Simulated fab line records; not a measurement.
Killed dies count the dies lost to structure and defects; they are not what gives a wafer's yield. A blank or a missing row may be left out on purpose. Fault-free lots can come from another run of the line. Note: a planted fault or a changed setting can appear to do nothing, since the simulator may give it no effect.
Chamber matching + flow nandHarc + NHARC_A_STAIRCASE_ALD_415 on aldHk-02: 4 sister chambers
The step deposits SiO2, target thk 30 nm, pulse time 6 s, ald cycles 300. 4 wafers are shown with their chamber, then 10 later ones without.

## WAFERS, EACH WITH ITS CHAMBER
| wafer  | chamber | heaterPowerW (W) |
|--------|---------|------------------|
| L085.5 | 0       | 531              |
| L085.6 | 1       | 470              |
| L092.1 | 2       | 492              |
| L092.3 | 3       | 440              |

## WAFERS MISSING THEIR CHAMBER
| wafer  | heaterPowerW (W) |
|--------|------------------|
| L092.6 | 515              |
| L093.3 | 498              |
| L093.4 | 446              |
| L093.5 | 480              |
| L096.3 | 504              |
| L096.5 | 510              |
| L096.6 | 440              |
| L097.3 | 484              |
| L097.4 | 523              |
| L097.6 | 523              |

## CHAMBER TAKEN BY EACH
| wafer  | from the rows above     | in truth                   |
|--------|-------------------------|----------------------------|
| L092.6 | can't be placed: 0 or 2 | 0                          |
| L093.3 | 2                       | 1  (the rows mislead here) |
| L093.4 | can't be placed: 3 or 1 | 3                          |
| L093.5 | can't be placed: 1 or 2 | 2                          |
| L096.3 | can't be placed: 2 or 0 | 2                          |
| L096.5 | can't be placed: 2 or 0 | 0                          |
| L096.6 | 3                       | 3                          |
| L097.3 | can't be placed: 2 or 1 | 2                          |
| L097.4 | 0                       | 0                          |
| L097.6 | 0                       | 0                          |
3 of 10 placed correctly. From these rows, 6 cannot be placed; in 6 the true chamber is one of the candidates. Wrongly placed: 1.
How it was worked out, from the rows above alone: a wafer's distance from a chamber is the root of the sum, over the readings, of the square of ((its reading less the chamber's mean) divided by the reading's scatter). If the next closest chamber is less than 2 further off than the closest, the wafer can't be placed; otherwise it belongs to the closest. Each chamber's mean is taken over the wafers shown for it. The scatter (one wafer shown for each chamber): square how far every hidden wafer sits from the nearest shown wafer, average those squares and take the square root.
